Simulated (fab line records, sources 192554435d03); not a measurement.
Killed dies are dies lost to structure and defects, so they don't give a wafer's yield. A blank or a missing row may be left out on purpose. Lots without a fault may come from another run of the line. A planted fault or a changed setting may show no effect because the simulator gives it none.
Split-lot experiment | flow n5_finfet | 7 lots, 21 wafers read, on a route of 1938 steps

THE SPLIT
At N5_BEOL_M0_CUTY_COAT_51 (resist thk 150 nm), the setting spin_rpm was moved away from the recipe's 1500 rpm on 6 of the 21 wafers read, by +7.8% to +9.5%. The other wafers ran this setting at the recipe's value.

FROM THE SPLIT TO THE READING: what the file shows between them, 1 step
- N5_BEOL_M0_CUTY_DESCUM_61: chemistry O2, time 7.9 s (also split here: time_s)

THE READING
CAR-ArF-block_of_BEOL_M0_CUTY_COAT_51.thk_nm (the simulator's own value, which no gauge read), in nm, at N5_BEOL_M0_CUTY_ETCH_62 (etches SiARC in CF4, time 58.5 s). The file gives no usual value for it. The 15 wafers here that ran the recipe average 118.0 nm, standard deviation 0.73 nm.

wafer  | tool, chamber at the split | spin_rpm as run, rpm | against the recipe | CAR-ArF-block_of_BEOL_M0_CUTY_COAT_51.thk_nm, nm | against lot-mates on the recipe
L076.2 | litho_track-02, 0          | 1643                 | +9.5%              | 110.4                                            | no lot-mate on the recipe
L076.3 | litho_track-02, 0          | 1643                 | +9.5%              | 110.8                                            | no lot-mate on the recipe
L076.4 | litho_track-02, 0          | 1643                 | +9.5%              | 111.2                                            | no lot-mate on the recipe
L078.2 | litho_track-02, 0          | 1500                 | recipe             | 117.2                                            | -
L078.3 | litho_track-02, 0          | 1500                 | recipe             | 117.4                                            | -
L078.5 | litho_track-02, 0          | 1500                 | recipe             | 116.8                                            | -
L079.2 | litho_track-03, 0          | 1617                 | +7.8%              | 113                                              | -4.4
L079.3 | litho_track-03, 0          | 1500                 | recipe             | 117.4                                            | -
L079.5 | litho_track-03, 0          | 1617                 | +7.8%              | 112.4                                            | -5.0
L080.4 | litho_track-02, 0          | 1500                 | recipe             | 117.4                                            | -
L080.5 | litho_track-02, 0          | 1500                 | recipe             | 117.2                                            | -
L080.6 | litho_track-02, 0          | 1633                 | +8.9%              | 111.8                                            | -5.5
L093.1 | litho_track-01, 0          | 1500                 | recipe             | 118                                              | -
L093.3 | litho_track-01, 0          | 1500                 | recipe             | 118.6                                            | -
L093.6 | litho_track-01, 0          | 1500                 | recipe             | 118.8                                            | -
L094.3 | litho_track-02, 0          | 1500                 | recipe             | 118.4                                            | -
L094.4 | litho_track-02, 0          | 1500                 | recipe             | 118.8                                            | -
L094.5 | litho_track-02, 0          | 1500                 | recipe             | 119.4                                            | -
L095.2 | litho_track-03, 0          | 1500                 | recipe             | 117.6                                            | -
L095.3 | litho_track-03, 0          | 1500                 | recipe             | 117.8                                            | -
L095.4 | litho_track-03, 0          | 1500                 | recipe             | 118.6                                            | -

THE FIT
A straight line over all 21 wafers: CAR-ArF-block_of_BEOL_M0_CUTY_COAT_51.thk_nm changes by -0.723 nm for each +1% of spin_rpm; r = -0.98; the points scatter about the line by 0.69 nm.
The same after taking each lot's own level away (the mean of its wafers on the recipe; 18 wafers): -0.61 nm for each +1%; r = -0.99; scatter 0.34 nm.
On that fit, the largest move of spin_rpm shifts the reading by 5.8 nm.
The lots' own levels span 117.13 to 118.87 nm, that is 2.4 times the standard deviation above.
So the lot-to-lot level changes the slope: the two fits differ.
Check: with one of the wafers moved furthest among these (+8.9%) left out of the fit, the line predicts -5.34 nm for it against its lot-mates. It came out at -5.5 nm against them.

OTHER SPLITS ON THESE WAFERS
These wafers also went through other splits before the reading. Each is held against what the fit with the lots' levels taken away leaves over:
other split on the same wafers           | wafers away from the commonest value | r with CAR-ArF-block_of_BEOL_M0_CUTY_COAT_51.thk_nm (lot level and that fit taken away)
N5_SDB_ALD_29 ald_cycles                 | 7                                    | -0.10
N5_SDB_CMP_30 down_force_psi             | 7                                    | +0.07
N5_GATE_CUT_COAT_27 spin_rpm             | 7                                    | +0.34
N5_GATE_CUT_DESCUM_18 time_s             | 4                                    | -0.29
N5_GATE_CUT_ALD_22 ald_cycles            | 4                                    | -0.05
N5_MOL_CONTACT_COAG_ALD_27 ald_cycles    | 12                                   | +0.01
N5_MOL_CONTACT_COAG_CVD_140 target_thk_a | 5                                    | -0.15
N5_BEOL_M0_SAQP_HM_DEP_02 target_thk_a   | 6                                    | +0.20
N5_BEOL_M0_CUTY_DESCUM_61 time_s         | 11                                   | -0.45

THE WHOLE CHAIN: every reading that the file lists as answering this split, in the file's order
step                      | what it does                     | reading                                                                                       | change (the file's fit)               | r (the file's)
N5_BEOL_M0_CUTY_COAT_51   | resist thk 150 nm                | CAR-ArF-block_of_BEOL_M0_CUTY_COAT_51.thk_nm (the simulator's own value, which no gauge read) | -0.672 nm for each +1% of the setting | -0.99
N5_BEOL_M0_CUTY_DESCUM_61 | chemistry O2, time 7.9 s         | CAR-ArF-block_of_BEOL_M0_CUTY_COAT_51.thk_nm (the simulator's own value, which no gauge read) | -0.624 nm for each +1% of the setting | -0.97
N5_BEOL_M0_CUTY_ETCH_62   | etches SiARC in CF4, time 58.5 s | CAR-ArF-block_of_BEOL_M0_CUTY_COAT_51.thk_nm (the simulator's own value, which no gauge read) | -0.613 nm for each +1% of the setting | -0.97

THE FILE'S OWN FIT
CAR-ArF-block_of_BEOL_M0_CUTY_COAT_51.thk_nm changes by -0.613 nm for each +1% of spin_rpm, r = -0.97.
